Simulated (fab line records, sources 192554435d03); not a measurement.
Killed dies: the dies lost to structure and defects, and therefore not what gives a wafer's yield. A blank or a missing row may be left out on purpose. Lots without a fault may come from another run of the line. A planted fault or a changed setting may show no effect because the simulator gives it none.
Chamber matching -- flow n5-finfet -- 4 sister chambers for N5_BEOL_M11_STRIP_36 on rie-diel-03
The step strips in N2/H2. 8 wafers are shown with their chamber, then 10 later ones without.

== WAFERS WITH THEIR CHAMBER ==
wafer,chamber,showerhead-plenum-p-Torr (Torr),drypump-motor-current-A (A)
L077.1,2,2.59,5.8
L082.1,0,2.46,5.3
L082.5,3,2.55,6.7
L084.1,0,2.45,5.3
L084.2,2,2.59,5.7
L084.3,3,2.55,6.6
L084.4,1,2.59,4.8
L084.5,1,2.59,4.8

== WAFERS MISSING THEIR CHAMBER ==
wafer,showerhead-plenum-p-Torr (Torr),drypump-motor-current-A (A)
L084.6,2.45,5.3
L088.2,2.45,5.3
L088.4,2.55,6.6
L088.6,2.45,5.4
L092.1,2.45,5.3
L092.2,2.59,4.8
L092.3,2.59,5.7
L092.4,2.59,5.7
L092.5,2.59,4.8
L092.6,2.45,5.3

== WHICH CHAMBER EACH ONE RAN IN ==
wafer,from the rows above,in truth
L084.6,0,0
L088.2,0,0
L088.4,3,3
L088.6,0,0
L092.1,0,0
L092.2,1,1
L092.3,2,2
L092.4,2,2
L092.5,1,1
L092.6,0,0
10 of 10 placed correctly. Can't be placed from these rows: 0. Placed wrongly: 0.
How it was worked out, from the rows above alone: a wafer's distance from a chamber is the root of the sum, over the readings, of the square of ((its reading less the chamber's mean) divided by the reading's scatter). The wafer belongs to the nearest chamber; if the next one is less than 2 further off, it can't be placed. A chamber's mean is the mean of its shown wafers. The scatter: take each reading less its chamber's mean, square it, sum over the shown wafers, divide by the number of wafers less the number of chambers, and take the root.
